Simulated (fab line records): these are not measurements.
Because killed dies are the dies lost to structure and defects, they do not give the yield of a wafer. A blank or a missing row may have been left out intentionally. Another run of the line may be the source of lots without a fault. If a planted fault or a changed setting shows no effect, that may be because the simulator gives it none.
fab line records ; flow n5-finfet
[record] lots = 7; wafers = 20; last-day = 18
route steps=1938 shown BEOL_M9@1431 PASSIVATION@1936
lots that met no fault: from a run of the same line without faults
start-h: hours from the record's opening day to when the first of the lot's shown wafers began ; wait-h: hours since the lot's step before ; " the same as in the row above ; L1.1+2: several wafers, shown together as one row ; - value missing, or start not given ; * or withheld: withheld ; < > ~ a bound
route shown NAME@n: NAME is a module with steps in the file, n the number in the route of the first one ; usual: average and standard deviation across the fault-free wafers ; same: alike in all rows ; chamber/n: place in a boat ; sites: the reading at each site ; _std_site: standard deviation of those values ; _edge_site: the outer-site mean with the inner-site mean subtracted ; radius-mm: how far each site lies from the wafer's centre ; mask NAME#n: copy n ; behind: the most recent tool/chamber to have shaped the wafer ; hold: why the lot went on hold/how many hours it stayed there/how the hold came to an end ; device: whichever transistor did not switch (one of n, p or np) ; end of line: the route-end tests of the same wafers ; for a step that has no rows: nothing shown but its recipe ; killed: dies that structure and defects cost at the first sort, which is not the same as the wafer's yield ; map: a wafer's dies, x killed, . not, _ none there
set.NAME: the setting as run; set.NAME@STEP: as run at that earlier step ; model.NAME: the simulator's own value behind a step, which no gauge read
lots at selected steps of the route; one table per step, one row per wafer
services: the hour from which a tool's chamber was out of use, counted from the record's first day as start-h (under 0 if before that day), plus the number of hours and why
[[steps]]
[step N5_BEOL_M9_EXPOSE_25]
[recipe] mask-id = V8; na = 0.33; source-shape = annular; sigma-inner = 0.4; sigma-outer = 0.8; polarization = unpolarized; dose-mj = 37.25
[step N5_BEOL_M9_PEB_26]
[recipe] peb-temp-c = 100; peb-time-s = 60; resist = CAR-EUV
[step N5_BEOL_M9_DEVELOP_27]
[recipe] develop-time-s = 30; developer = TMAH; resist = CAR-EUV; rinse-liquid = surfactant-rinse; dry = air-spin; dev-temp-c = 23
[step N5_BEOL_M9_CD_MEAS_28]
[recipe] target-cd-nm = 70; landing-energy-ev = 500; detector = se-inlens; polarity = opening
[usual] cd-nm = 70.07/0.25
lot.wafer;tool;chamber;start-h;wait-h;cd-nm
L505.2;cd-sem-02;0;251.43;-;70.29
L505.3;cd-sem-02;0;251.43;-;69.92
L505.6;cd-sem-02;0;251.43;-;70.08
L503.1;cd-sem-03;0;251.47;-;70.14
L503.2;cd-sem-03;0;251.47;-;70.08
L503.3;cd-sem-03;0;251.47;-;70.24
L513.1;cd-sem-03;0;309.58;-;70.50
L513.3;cd-sem-03;0;309.58;-;69.82
L513.5;cd-sem-03;0;309.58;-;70.03
L514.4;cd-sem-01;0;322.34;-;70.03
L514.5;cd-sem-01;0;322.34;-;70.46
L517.1;cd-sem-03;0;326.11;-;69.81
L517.2;cd-sem-03;0;326.11;-;70.13
L517.5;cd-sem-03;0;326.11;-;69.70
L521.4;cd-sem-02;0;349.58;-;70.12
L521.5;cd-sem-02;0;349.58;-;70.00
L521.6;cd-sem-02;0;349.58;-;69.84
L522.3;cd-sem-03;0;358.41;-;69.55
L522.5;cd-sem-03;0;358.41;-;70.37
L522.6;cd-sem-03;0;358.41;-;69.73
[step N5_BEOL_M9_OVL_MEAS_29]
[recipe] points-per-wafer = 522
[usual] V8_OVL = -0.3/0.62
lot.wafer;tool;chamber;start-h;wait-h;V8_OVL[nm]
L505.2;overlay-02;0;251.46;0.0;-0.4
L505.3;overlay-02;0;251.46;0.0;-0.3
L505.6;overlay-02;0;251.46;0.0;0.2
L503.1;overlay-01;0;251.50;0.0;-2.2
L503.2;overlay-01;0;251.50;0.0;-0.8
L503.3;overlay-01;0;251.50;0.0;-1.2
L513.1;overlay-01;0;309.61;0.0;-0.4
L513.3;overlay-01;0;309.61;0.0;-0.4
L513.5;overlay-01;0;309.61;0.0;-0.4
L514.4;overlay-01;0;322.39;0.0;0.4
L514.5;overlay-01;0;322.39;0.0;0.0
L517.1;overlay-01;0;326.14;0.0;0.7
L517.2;overlay-01;0;326.14;0.0;0.2
L517.5;overlay-01;0;326.14;0.0;1.2
L521.4;overlay-01;0;349.62;0.0;-1.5
L521.5;overlay-01;0;349.62;0.0;-0.7
L521.6;overlay-01;0;349.62;0.0;-0.3
L522.3;overlay-01;0;358.45;0.0;-0.9
L522.5;overlay-01;0;358.45;0.0;-1.4
L522.6;overlay-01;0;358.45;0.0;-1.1
[step N5_BEOL_M9_INSPECT_30]
[recipe] mode = adi; inspect-instrument = brightfield
[usual] raw-defect-count = 413/77
lot.wafer;tool;chamber;start-h;wait-h;raw-defect-count
L505.2;defect-inspect-02;-;251.51;0.0;362
L505.3;defect-inspect-02;-;251.51;0.0;364
L505.6;defect-inspect-02;-;251.51;0.0;309
L503.1;defect-inspect-02;-;251.55;0.1;375
L503.2;defect-inspect-02;-;251.55;0.1;357
L503.3;defect-inspect-02;-;251.55;0.1;399
L513.1;defect-inspect-02;-;309.67;0.1;579
L513.3;defect-inspect-02;-;309.67;0.1;357
L513.5;defect-inspect-02;-;309.67;0.1;618
L514.4;defect-inspect-02;-;322.43;0.0;338
L514.5;defect-inspect-02;-;322.43;0.0;388
L517.1;defect-inspect-02;-;326.20;0.1;585
L517.2;defect-inspect-02;-;326.20;0.1;625
L517.5;defect-inspect-02;-;326.20;0.1;486
L521.4;defect-inspect-01;-;349.66;0.0;425
L521.5;defect-inspect-01;-;349.66;0.0;332
L521.6;defect-inspect-01;-;349.66;0.0;400
L522.3;defect-inspect-02;-;358.50;0.0;400
L522.5;defect-inspect-02;-;358.50;0.0;391
L522.6;defect-inspect-02;-;358.50;0.0;473
[step N5_BEOL_M9_DESCUM_33]
[recipe] chemistry = O2; time-s = 7; source-power-w = 50; bias-power-w = 20; pressure-mtorr = 20; rf-frequency-hz = 2.712e+07; temp-c = 40; resist = CAR-EUV; o2-flow-sccm = 225
[usual] drypump-motor-current-A = 5.8/0.34; oes-product-au = 0.81/0.09; rf-vpp-V = 243.2/1.1; showerhead-plenum-p-Torr = 2.10/0.05; throttle-valve-pct = 20.43/0.29
lot.wafer;tool;chamber;start-h;wait-h;drypump-motor-current-A;oes-product-au;rf-hours-counter-h;rf-vpp-V;showerhead-plenum-p-Torr;throttle-valve-pct
L505.2;rie-diel-06;3;251.58;0.1;5.8;0.88;29;245.1;2.13;19.99
L505.3;rie-diel-06;0;251.58;0.1;5.7;0.67;249;243.2;2.16;20.57
L505.6;rie-diel-06;0;251.58;0.1;5.7;0.68;-;244.7;2.16;20.54
L503.1;rie-diel-03;1;251.61;0.1;6.1;0.72;188;243.3;2.17;20.87
L503.2;rie-diel-03;3;251.61;0.1;6.3;0.74;177;244.3;2.17;20.40
L503.3;rie-diel-03;2;251.61;0.1;6.3;0.89;38;241.7;2.05;20.25
L513.1;rie-diel-06;3;310.03;0.4;5.8;0.84;46;242.5;2.13;20.01
L513.3;rie-diel-06;0;310.03;0.4;5.7;0.91;18;244.4;2.15;20.18
L513.5;rie-diel-06;3;310.03;0.4;5.8;0.85;-;244.6;2.13;20.03
L514.4;rie-diel-06;1;322.46;0.0;5.9;0.99;3;241.7;2.06;20.65
L514.5;rie-diel-06;2;322.46;0.0;5.2;0.77;-;244.5;2.10;20.69
L517.1;rie-diel-06;3;326.30;0.1;5.8;0.84;52;244.8;2.12;20.03
L517.2;rie-diel-06;2;326.30;0.1;5.2;0.78;127;243.0;2.10;20.69
L517.5;rie-diel-06;1;326.30;0.1;5.9;0.98;-;242.1;2.06;20.67
L521.4;rie-diel-04;3;349.74;0.1;5.4;0.74;167;243.5;2.09;20.46
L521.5;rie-diel-04;0;349.74;0.1;6.3;0.86;-;243.3;2.04;20.61
L521.6;rie-diel-04;1;349.74;0.1;5.6;1.01;-;243.4;2.14;20.17
L522.3;rie-diel-04;2;358.53;0.0;5.6;0.76;156;242.3;2.00;20.48
L522.5;rie-diel-04;1;358.53;0.0;5.6;0.98;-;242.2;2.14;20.18
L522.6;rie-diel-04;2;358.53;0.0;5.7;0.76;-;242.7;2.00;20.48
[step N5_BEOL_M9_ETCH_76]
[recipe] chemistry = N2/H2; target = underlayer; target-depth-a = 65; mask-material = CAR-EUV; time-s = 5.2; ion-energy-ev = 200; pressure-mtorr = 30; source-w = 840; bias-w = 150; n2-flow-sccm = 200; h2-flow-sccm = 200; ends = cleared
[usual] bias-w = 150.0/0.46; drypump-motor-current-A = 5.8/0.34; etch-rf-on-time-s = 5.15/0.078; oes-product-au = 0.69/0.077; rf-vpp-V = 524.1/2.1; showerhead-plenum-p-Torr = 2.55/0.06; throttle-valve-pct = 17.87/0.29
lot.wafer;tool;chamber;start-h;wait-h;bias-w;drypump-motor-current-A;etch-rf-on-time-s;oes-product-au;rf-hours-counter-h;rf-vpp-V;showerhead-plenum-p-Torr;throttle-valve-pct
L505.2;rie-diel-06;3;251.62;0.0;149.7;5.8;5.09;0.76;29;526.3;2.59;17.48
L505.3;rie-diel-06;0;251.62;0.0;149.8;5.7;5.21;0.58;249;525.8;2.61;17.94
L505.6;rie-diel-06;0;251.62;0.0;149.3;5.8;5.24;0.58;-;527.4;2.61;17.95
L503.1;rie-diel-03;1;251.64;0.0;149.1;6.1;5.20;0.62;188;524.8;2.64;18.33
L503.2;rie-diel-03;3;251.64;0.0;150.3;6.3;5.17;0.63;177;526.5;2.63;17.78
L503.3;rie-diel-03;2;251.64;0.0;150.9;6.3;5.05;0.77;38;523.5;2.47;17.64
L513.1;rie-diel-06;3;310.06;0.0;150.3;5.8;5.09;0.73;46;524.9;2.59;17.48
L513.3;rie-diel-06;0;310.06;0.0;150.3;5.7;5.05;0.77;18;527.3;2.60;17.53
L513.5;rie-diel-06;3;310.06;0.0;149.7;5.8;5.08;0.72;-;525.5;2.59;17.49
L514.4;rie-diel-06;1;322.49;0.0;150.5;5.9;5.04;0.87;3;521.3;2.49;18.00
L514.5;rie-diel-06;2;322.49;0.0;150.5;5.2;5.18;0.66;-;523.7;2.55;18.13
L517.1;rie-diel-06;3;326.33;0.0;149.9;5.8;5.17;0.71;52;524.5;2.58;17.53
L517.2;rie-diel-06;2;326.33;0.0;151.0;5.2;5.18;0.66;127;524.0;2.55;18.14
L517.5;rie-diel-06;1;326.33;0.0;150.4;5.9;5.14;0.83;-;522.1;2.49;18.00
L521.4;rie-diel-04;3;349.78;0.0;149.5;5.4;5.14;0.63;167;522.2;2.53;17.88
L521.5;rie-diel-04;0;349.78;0.0;149.3;6.3;5.19;0.72;-;522.2;2.48;18.04
L521.6;rie-diel-04;1;349.78;0.0;150.4;5.6;4.95;0.88;-;527.6;2.60;17.65
L522.3;rie-diel-04;2;358.56;0.0;150.5;5.6;5.14;0.65;156;519.7;2.44;18.06
L522.5;rie-diel-04;1;358.56;0.0;149.9;5.6;4.99;0.85;-;527.2;2.60;17.68
L522.6;rie-diel-04;2;358.56;0.0;150.2;5.6;5.10;0.67;-;519.8;2.44;18.07
[step N5_BEOL_M9_ETCH_65]
[recipe] chemistry = CF4; target = SiARC; target-depth-a = 156; mask-material = CAR-EUV; time-s = 26; ion-energy-ev = 80; pressure-mtorr = 40; source-w = 545; bias-w = 36; Ar_flow_sccm = 100; cf4-flow-sccm = 100; ends = cleared
[usual] bias-w = 36.00/0.11; drypump-motor-current-A = 5.8/0.34; etch-rf-on-time-s = 25.7/0.39; oes-product-au = 0.69/0.076; rf-vpp-V = 184.2/1.1; showerhead-plenum-p-Torr = 2.15/0.048; throttle-valve-pct = 15.60/0.29
lot.wafer;tool;chamber;start-h;wait-h;bias-w;drypump-motor-current-A;etch-rf-on-time-s;oes-product-au;rf-hours-counter-h;rf-vpp-V;showerhead-plenum-p-Torr;throttle-valve-pct
L505.2;rie-diel-06;3;251.64;0.0;35.96;5.8;25.4;0.75;29;185.3;2.18;15.18
L505.3;rie-diel-06;0;251.64;0.0;35.96;5.7;26.2;0.58;249;184.7;2.19;15.72
L505.6;rie-diel-06;0;251.64;0.0;35.96;5.8;26.2;0.58;-;185.0;2.19;15.73
L503.1;rie-diel-03;1;251.66;0.0;35.93;6.1;26.2;0.63;188;185.7;2.22;16.06
L503.2;rie-diel-03;3;251.66;0.0;35.94;6.3;26.0;0.63;177;185.2;2.22;15.64
L503.3;rie-diel-03;2;251.66;0.0;35.88;6.3;25.2;0.77;38;181.8;2.10;15.37
L513.1;rie-diel-06;3;310.08;0.0;36.04;5.8;25.3;0.74;46;185.6;2.17;15.21
L513.3;rie-diel-06;0;310.08;0.0;36.07;5.7;25.6;0.77;18;183.3;2.18;15.25
L513.5;rie-diel-06;3;310.08;0.0;36.19;5.8;25.4;0.73;-;182.8;2.17;15.21
L514.4;rie-diel-06;1;322.51;0.0;35.96;5.9;25.8;0.86;3;182.8;2.11;15.70
L514.5;rie-diel-06;2;322.51;0.0;36.01;5.2;26.0;0.66;-;185.2;2.15;15.89
L517.1;rie-diel-06;3;326.35;0.0;35.88;5.8;25.5;0.72;52;185.3;2.17;15.21
L517.2;rie-diel-06;2;326.35;0.0;36.05;5.2;26.1;0.66;127;185.0;2.15;15.90
L517.5;rie-diel-06;1;326.35;0.0;36.10;5.9;26.0;0.84;-;185.8;2.11;15.69
L521.4;rie-diel-04;3;349.79;0.0;36.20;5.5;25.8;0.63;167;183.4;2.14;15.67
L521.5;rie-diel-04;0;349.79;0.0;35.90;6.2;25.8;0.73;-;185.2;2.09;15.73
L521.6;rie-diel-04;1;349.79;0.0;36.07;5.6;24.8;0.87;-;185.1;2.19;15.28
L522.3;rie-diel-04;2;358.58;0.0;36.15;5.6;25.5;0.66;156;182.7;2.05;15.65
L522.5;rie-diel-04;1;358.58;0.0;35.85;5.6;24.9;0.85;-;184.3;2.19;15.30
L522.6;rie-diel-04;2;358.58;0.0;36.04;5.6;25.7;0.66;-;182.5;2.05;15.64
[step N5_BEOL_M9_ETCH_66]
[recipe] chemistry = N2/H2; target = SOC; target-depth-a = 800; overetch-a = 160; mask-material = SiARC; temp-c = 40; time-s = 120; ion-energy-ev = 200; pressure-mtorr = 30; source-w = 840; bias-w = 150; n2-flow-sccm = 200; h2-flow-sccm = 200
[usual] bias-w = 150.0/0.46; drypump-motor-current-A = 5.8/0.34; oes-product-au = 0.62/0.065; rf-vpp-V = 524.1/1.9; showerhead-plenum-p-Torr = 2.55/0.06; throttle-valve-pct = 17.83/0.29
lot.wafer;tool;chamber;start-h;wait-h;bias-w;drypump-motor-current-A;oes-product-au;rf-hours-counter-h;rf-vpp-V;showerhead-plenum-p-Torr;throttle-valve-pct
L505.2;rie-diel-06;3;251.66;0.0;149.8;5.8;0.67;29;525.4;2.59;17.41
L505.3;rie-diel-06;0;251.66;0.0;150.1;5.8;0.53;249;524.7;2.61;17.91
L505.6;rie-diel-06;0;251.66;0.0;150.9;5.8;0.53;-;524.7;2.61;17.91
L503.1;rie-diel-03;1;251.69;0.0;149.7;6.1;0.56;188;525.9;2.63;18.31
L503.2;rie-diel-03;3;251.69;0.0;149.1;6.3;0.56;177;527.1;2.63;17.73
L503.3;rie-diel-03;2;251.69;0.0;150.0;6.3;0.68;38;521.7;2.47;17.60
L513.1;rie-diel-06;3;310.10;0.0;149.7;5.8;0.65;46;525.2;2.59;17.45
L513.3;rie-diel-06;0;310.10;0.0;150.6;5.7;0.68;18;525.1;2.60;17.48
L513.5;rie-diel-06;3;310.10;0.0;149.7;5.8;0.64;-;524.5;2.59;17.44
L514.4;rie-diel-06;1;322.54;0.0;150.0;5.9;0.76;3;523.0;2.49;17.96
L514.5;rie-diel-06;2;322.54;0.0;149.6;5.2;0.59;-;525.1;2.55;18.10
L517.1;rie-diel-06;3;326.38;0.0;149.7;5.8;0.64;52;524.6;2.58;17.46
L517.2;rie-diel-06;2;326.38;0.0;150.0;5.2;0.59;127;524.3;2.55;18.09
L517.5;rie-diel-06;1;326.38;0.0;149.5;5.9;0.75;-;523.2;2.49;17.98
L521.4;rie-diel-04;3;349.82;0.0;151.5;5.4;0.57;167;525.0;2.53;17.85
L521.5;rie-diel-04;0;349.82;0.0;150.2;6.3;0.65;-;522.6;2.48;17.97
L521.6;rie-diel-04;1;349.82;0.0;150.7;5.6;0.76;-;526.0;2.60;17.60
L522.3;rie-diel-04;2;358.61;0.0;150.1;5.7;0.58;156;521.1;2.44;18.00
L522.5;rie-diel-04;1;358.61;0.0;150.1;5.5;0.74;-;527.1;2.60;17.61
L522.6;rie-diel-04;2;358.61;0.0;150.5;5.7;0.58;-;521.5;2.44;18.01
[step N5_BEOL_M9_STRIP_69]
[recipe] chemistry = N2/H2; temp-c = 40; n2-flow-sccm = 200; h2-flow-sccm = 200; rf-frequency-hz = 6e+07
[step N5_BEOL_M9_STRIP_77]
[recipe] chemistry = N2/H2; temp-c = 40; n2-flow-sccm = 200; h2-flow-sccm = 200; rf-frequency-hz = 6e+07
[step N5_BEOL_M9_VIA_ETCH_34]
[recipe] chemistry = C4F6/O2; target = SiCOH_lowk; target-depth-a = 1824; mask-material = SOC; taper-deg = 4; time-s = 68.4; ion-energy-ev = 250; pressure-mtorr = 30; source-w = 345; bias-w = 185; Ar_flow_sccm = 300; C4F6_flow_sccm = 10; O2_flow_sccm = 10
[usual] bias-w = 185.0/0.55; drypump-motor-current-A = 5.8/0.34; oes-product-au = 0.81/0.09; rf-vpp-V = 666/8.7; showerhead-plenum-p-Torr = 2.85/0.064; throttle-valve-pct = 20.89/0.29
lot.wafer;tool;chamber;start-h;wait-h;bias-w;drypump-motor-current-A;oes-product-au;rf-hours-counter-h;rf-vpp-V;showerhead-plenum-p-Torr;throttle-valve-pct;model.etch.depth-nm;model.SOC_of_BEOL_M9_COAT_63.thk-nm
L505.2;rie-diel-06;3;251.77;0.0;184.6;5.8;0.87;29;656;2.89;20.46;181.9;51.2
L505.3;rie-diel-06;0;251.77;0.0;184.8;5.8;0.67;249;672;2.91;20.92;178.5;51.4
L505.6;rie-diel-06;0;251.77;0.0;185.9;5.7;0.68;-;675;2.91;20.94;179.5;51.4
L503.1;rie-diel-03;1;251.79;0.0;185.1;6.1;0.73;189;673;2.95;21.38;180.9;51
L503.2;rie-diel-03;3;251.79;0.0;185.4;6.3;0.74;177;659;2.95;20.90;181.2;51
L503.3;rie-diel-03;2;251.79;0.0;184.4;6.3;0.88;38;655;2.78;20.66;185.1;50.8
L513.1;rie-diel-06;3;310.21;0.0;184.6;5.8;0.85;46;656;2.88;20.45;182.8;51
L513.3;rie-diel-06;0;310.21;0.0;185.0;5.8;0.90;19;673;2.90;20.58;185.1;50.8
L513.5;rie-diel-06;3;310.21;0.0;184.9;5.8;1.01;-;656;2.88;20.51;240.6;48
L514.4;rie-diel-06;1;322.64;0.0;184.6;5.9;1.19;3;677;2.80;21.17;243.4;48
L514.5;rie-diel-06;2;322.64;0.0;185.6;5.2;0.93;-;675;2.84;21.16;237.2;48
L517.1;rie-diel-06;3;326.48;0.0;185.7;5.8;0.83;52;657;2.88;20.48;181.8;51.2
L517.2;rie-diel-06;2;326.48;0.0;184.8;5.2;0.77;127;675;2.84;21.12;180.6;51.2
L517.5;rie-diel-06;1;326.48;0.0;185.3;5.9;1.19;-;677;2.80;21.18;241.8;48
L521.4;rie-diel-04;3;349.92;0.0;185.4;5.4;0.75;167;668;2.84;20.94;182.2;50.8
L521.5;rie-diel-04;0;349.92;0.0;184.6;6.3;0.85;-;663;2.78;21.06;184.6;51
L521.6;rie-diel-04;1;349.92;0.0;185.4;5.6;1.01;-;657;2.91;20.69;190.2;50.8
L522.3;rie-diel-04;2;358.71;0.0;183.9;5.6;0.77;156;654;2.73;20.96;183.7;51
L522.5;rie-diel-04;1;358.71;0.0;185.3;5.6;0.99;-;656;2.91;20.67;189.4;50.8
L522.6;rie-diel-04;2;358.71;0.0;184.6;5.6;0.77;-;657;2.73;20.96;183.3;50.8
[step N5_BEOL_M9_STRIP_73]
[recipe] chemistry = C4F6/O2; resist = SiARC; rf-frequency-hz = 6e+07
[step N5_PASSIVATION_PROBE_49]
[usual] defect-limited-yield = 91.2/1.6; killed_at_M0_to_M3 = 33/11; killed_at_M4_up = 15/6.2; killed-at-contacts = 15/7.1; killed-at-front-end = 38/12; killed-at-other = 4/3.5; killed-dies = 104/19; killed-open = 69/14; killed-short = 34/8.5; sort_bin_5_function = 5.2/0.99; sort_bin_6_memory = 3.3/0.77; sort-n-pass = 1076/19; sort-yield-pct = 91.2/1.6
[same] gross-dies = 1180; killed-at-back-side = 0; sort_bin_4_leakage[%] = 0; sort_bin_8_speed[%] = 0
lot.wafer;tool;chamber;start-h;wait-h;defect-limited-yield[%];killed_at_M0_to_M3;killed_at_M4_up;killed-at-contacts;killed-at-front-end;killed-at-other;killed-dies;killed-open;killed-short;sort_bin_5_function[%];sort_bin_6_memory[%];sort-n-pass;sort-yield-pct[%]
L505.2;prober-02;-;309.16;0.1;93.1;27;15;3;36;1;82;53;29;3.6;3.1;1098;93.1
L505.3;prober-02;-;309.21;0.1;93.0;27;9;8;34;5;83;61;22;4.3;2.5;1097;93.0
L505.6;prober-02;-;309.36;0.3;91.5;39;12;7;40;2;100;68;32;4.9;3.2;1080;91.5
L513.1;prober-02;-;375.12;0.0;88.3;45;20;14;51;8;138;93;43;7.9;3.4;1042;88.3
L513.3;prober-02;-;375.22;0.1;89.1;22;13;9;82;3;129;84;44;6.4;4.1;1051;89.1
L513.5;prober-02;-;375.32;0.2;89.9;30;12;8;61;8;119;66;53;5.5;4.0;1061;89.9
L514.4;prober-02;-;378.47;0.2;90.7;34;16;14;43;3;110;80;30;5.7;3.6;1070;90.7
L514.5;prober-02;-;378.52;0.2;89.5;49;15;38;21;1;124;81;43;6.3;3.6;1056;89.5
L517.1;prober-01;-;383.24;0.0;88.2;33;15;19;59;13;139;94;45;5.6;5.8;1041;88.2
L517.2;prober-01;-;383.29;0.1;91.3;24;16;14;42;7;103;70;33;4.5;3.7;1077;91.3
L517.5;prober-01;-;383.44;0.2;88.6;27;28;14;57;8;134;84;49;6.9;4.2;1046;88.6
L522.3;prober-01;-;420.68;0.1;91.0;35;12;21;37;1;106;76;30;5.8;2.6;1074;91.0
L522.5;prober-01;-;420.78;0.2;92.3;33;12;12;29;5;91;65;24;4.3;3.1;1089;92.3
L522.6;prober-01;-;420.83;0.3;90.3;39;23;17;32;3;114;76;37;5.3;3.8;1066;90.3
// killed by level:class
L505.2 BEOL_M1:geometric-particle:open=10 STI_FIN_REVEAL:geometric-particle:open=8 GATE_CUT:geometric-particle:open=7 FIN_SAQP:geometric-particle:short=6 GATE_CUT:geometric-particle:short=6 BEOL_M4:geometric-particle:open=6 BEOL_M0_SAQP:geometric-particle:short=4 BEOL_M0:geometric-particle:open=4
L505.3 FIN_SAQP:geometric-particle:open=9 BEOL_M3:geometric-particle:open=9 BEOL_M2:geometric-particle:open=8 GATE_CUT:geometric-particle:open=7 MOL_CONTACT_COAG:geometric-particle:open=6 BEOL_M4:geometric-particle:open=6 GATE_CUT:geometric-particle:short=3 PAD_METAL:geometric-particle:short=3
L505.6 BEOL_M0_SAQP:geometric-particle:open=14 FIN_SAQP:geometric-particle:open=10 BEOL_M3:geometric-particle:open=9 BEOL_M0_SAQP:geometric-particle:short=8 GATE_CUT:geometric-particle:short=5 MOL_CONTACT_COAG:geometric-particle:open=5 STI_FIN_REVEAL:geometric-particle:open=4 BEOL_M4:geometric-particle:open=4
L513.1 STI_FIN_REVEAL:geometric-particle:open=16 FIN_SAQP:geometric-particle:open=11 MOL_CONTACT_COAG:geometric-particle:open=11 BEOL_M3:geometric-particle:open=8 BEOL_M0_SAQP:geometric-particle:short=8 BEOL_M0_SAQP:geometric-particle:open=7 FIN_SAQP:geometric-particle:short=6 BEOL_M2:geometric-particle:open=6
L513.3 FIN_SAQP:geometric-particle:open=24 STI_FIN_REVEAL:geometric-particle:open=20 FIN_SAQP:geometric-particle:short=15 STI_FIN_REVEAL:geometric-particle:short=9 MOL_CONTACT_COAG:geometric-particle:open=7 BEOL_M0_SAQP:geometric-particle:open=6 BEOL_M4:geometric-particle:open=5 BEOL_M2:geometric-particle:open=4
L513.5 STI_FIN_REVEAL:geometric-particle:open=15 FIN_SAQP:geometric-particle:short=14 FIN_SAQP:geometric-particle:open=10 BEOL_M0_SAQP:geometric-particle:short=9 BEOL_M1:geometric-particle:open=7 MOL_CONTACT_COAG:geometric-particle:open=6 STARTING-WAFER:geometric-particle:open=4 BEOL_M4:geometric-particle:open=4
L514.4 MOL_CONTACT_COAG:geometric-particle:open=12 FIN_SAQP:geometric-particle:open=10 DUMMY_GATE:geometric-particle:open=7 BEOL_M0_SAQP:geometric-particle:short=7 BEOL_M3:geometric-particle:open=7 FIN_SAQP:geometric-particle:short=6 BEOL_M0_SAQP:geometric-particle:open=6 GATE_CUT:geometric-particle:short=5
L514.5 MOL_CONTACT_COAG:geometric-particle:open=29 BEOL_M0_SAQP:geometric-particle:short=14 BEOL_M3:geometric-particle:open=12 MOL_CONTACT_COAG:geometric-particle:short=9 FIN_SAQP:geometric-particle:open=8 BEOL_M2:geometric-particle:open=7 BEOL_M0_SAQP:geometric-particle:open=6 BEOL_M4:geometric-particle:short=5
L517.1 STI_FIN_REVEAL:geometric-particle:open=16 MOL_CONTACT_COAG:geometric-particle:open=16 BEOL_M1:geometric-particle:open=9 BEOL_M4:geometric-particle:open=9 FIN_SAQP:geometric-particle:short=8 FIN_SAQP:geometric-particle:open=7 BEOL_M3:geometric-particle:open=7 GATE_CUT:geometric-particle:short=6
L517.2 FIN_SAQP:geometric-particle:open=13 MOL_CONTACT_COAG:geometric-particle:open=11 BEOL_M4:geometric-particle:open=11 FIN_SAQP:geometric-particle:short=10 BEOL_M1:geometric-particle:open=6 BEOL_M0:geometric-particle:open=5 BEOL_M1:geometric-particle:short=4 BEOL_M2:geometric-particle:open=4
L517.5 BEOL_M4:geometric-particle:open=20 FIN_SAQP:geometric-particle:open=17 FIN_SAQP:geometric-particle:short=12 MOL_CONTACT_COAG:geometric-particle:open=10 STI_FIN_REVEAL:geometric-particle:open=7 BEOL_M2:geometric-particle:open=7 BEOL_M1:geometric-particle:short=5 BEOL_M1:geometric-particle:open=5
L522.3 MOL_CONTACT_COAG:geometric-particle:open=16 BEOL_M2:geometric-particle:open=16 DUMMY_GATE:geometric-particle:open=8 STI_FIN_REVEAL:geometric-particle:open=6 FIN_SAQP:geometric-particle:short=5 MOL_CONTACT_COAG:geometric-particle:short=5 BEOL_M3:geometric-particle:open=5 FIN_SAQP:geometric-particle:open=4
L522.5 MOL_CONTACT_COAG:geometric-particle:open=10 BEOL_M2:geometric-particle:open=10 BEOL_M0_SAQP:geometric-particle:open=10 FIN_SAQP:geometric-particle:open=6 STI_FIN_REVEAL:geometric-particle:open=4 GATE_CUT:geometric-particle:short=4 BEOL_M3:geometric-particle:open=4 BEOL_M7:geometric-particle:open=4
L522.6 MOL_CONTACT_COAG:geometric-particle:open=15 BEOL_M4:geometric-particle:open=12 BEOL_M2:geometric-particle:open=8 BEOL_M3:geometric-particle:open=7 DUMMY_GATE:geometric-particle:open=6 GATE_CUT:geometric-particle:short=6 BEOL_M0_SAQP:geometric-particle:short=5 BEOL_M1:geometric-particle:open=5
[[services]]
tool;chamber;start-h;hours;kind
rie-diel-06;0;255.87;-;clean
rie-diel-06;0;255.87;-;consumable-replace:focus-ring
rie-diel-06;0;255.87;11.8;scheduled-down
rie-diel-06;0;255.87;11.8;vent-cycle
rie-diel-03;0;268.67;3.8;repair
rie-diel-04;0;271.49;3.0;repair
rie-diel-04;0;283.51;6.1;repair
rie-diel-06;1;286.23;-;clean
rie-diel-06;1;286.23;-;consumable-replace:focus-ring
rie-diel-06;1;286.23;25.2;scheduled-down
rie-diel-06;1;286.23;25.2;vent-cycle
rie-diel-04;2;291.59;9.0;repair
rie-diel-04;1;299.71;3.5;repair
rie-diel-04;1;303.62;-;clean
rie-diel-04;1;303.62;-;consumable-replace:focus-ring
rie-diel-04;1;303.62;33.7;scheduled-down
rie-diel-04;1;303.62;33.7;vent-cycle
rie-diel-04;3;313.50;3.9;repair
rie-diel-04;2;319.23;6.4;repair
[[key]]
[first-sign] step = N5_BEOL_M9_VIA_ETCH_34; reading = oes-product-au; direction = up; sigmas = 3; usual = 0.81; struck = 1.08; wafers-moved = 2
effect none on later readings
[model-effect] step = N5_BEOL_M9_VIA_ETCH_34; value = etch.depth-nm; without = 183.7; struck = 240.8
met-at N5_BEOL_M9_VIA_ETCH_34
struck-wafers L513.5,L514.4,L514.5,L517.5
onset-between 251.77 310.21
[fault] kind = process-parameter-drift; tool = rie-diel-06; chamber = -; onset-h = 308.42; steps = N5_BEOL_M9_VIA_ETCH_34; channel = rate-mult; offset = 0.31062; shape = step; end-h = 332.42; scope = struck-wafers-only
